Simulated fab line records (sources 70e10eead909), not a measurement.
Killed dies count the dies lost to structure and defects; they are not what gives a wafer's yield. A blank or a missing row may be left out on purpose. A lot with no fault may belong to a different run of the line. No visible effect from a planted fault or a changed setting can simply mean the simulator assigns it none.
The tool behind it: which one? + flow nand-harc + 14 lots, 42 wafers sampled, at 1 step of a route of 1159

== WHAT THE GAUGES READ, wafer by wafer ==
NHARC_A_M1_THK_MEAS_24: measures by xrf.
| lot  | measured     | on            | thk-nm (nm)       |
|------|--------------|---------------|-------------------|
| L436 | day 18 01:17 | film-metro-02 | 153.2 154.4 155.8 |
| L437 | day 18 04:17 | film-metro-01 | 154.3 154.0 153.3 |
| L438 | day 18 04:36 | film-metro-02 | 153.4 153.7 155.0 |
| L439 | day 19 06:31 | film-metro-01 | 155.8 156.4 154.4 |
| L448 | day 21 01:02 | film-metro-01 | 156.0 153.8 152.7 |
| L450 | day 21 10:26 | film-metro-01 | 157.8 153.1 153.3 |
| L451 | day 22 09:30 | film-metro-01 | 157.1 155.1 154.6 |
| L454 | day 22 09:37 | film-metro-01 | 154.7 156.1 155.0 |
| L452 | day 22 13:25 | film-metro-01 | 155.9 158.2 155.1 |
| L455 | day 23 00:31 | film-metro-01 | 155.1 154.9 154.4 |
| L453 | day 23 01:44 | film-metro-02 | 154.3 155.9 154.5 |
| L456 | day 23 03:42 | film-metro-02 | 154.0 155.1 153.8 |
| L457 | day 23 16:30 | film-metro-01 | 155.7 154.9 154.4 |
| L458 | day 23 20:21 | film-metro-02 | 156.5 156.7 153.5 |

== WHAT TOOL EACH LOT RAN ON (gives the tool, then ch and the chambers of the sampled wafers, and finally the start) ==
The record holds no process step before these readings.

== WHAT THE TOOLS THEMSELVES READ (means of the sampled wafers that have a number; where no wafer has one, the mark that the record gives instead) ==
The record holds no such reading with a usual standard deviation.

== THE ANSWER, worked out from the rows above alone ==
Rule: what is usual is taken from the lots themselves. Put in order of their means at a reading, lots are off if they are a third of the lots or fewer, leave a main group of 4 or more, and stand apart from it by a gap of 3 or more times the standard deviation of the main group's means; of several such gaps the widest counts. Not used: any main group whose means are identical at the precision the tables above print for the reading. Also off: a lot with no number at a reading for which 4 or more lots have one. The other lots that the step has rows for count as sound. First the gauges in route order, then the tools' own readings, where a lot's mean is used as printed above. The first step at which some lot is off is used, and at that step the reading that is off furthest; a lot without a number counts as furthest.
No lot is off at any reading shown: from this, nothing can be told.

== WHAT WAS PUT IN BY THE SIMULATOR ==
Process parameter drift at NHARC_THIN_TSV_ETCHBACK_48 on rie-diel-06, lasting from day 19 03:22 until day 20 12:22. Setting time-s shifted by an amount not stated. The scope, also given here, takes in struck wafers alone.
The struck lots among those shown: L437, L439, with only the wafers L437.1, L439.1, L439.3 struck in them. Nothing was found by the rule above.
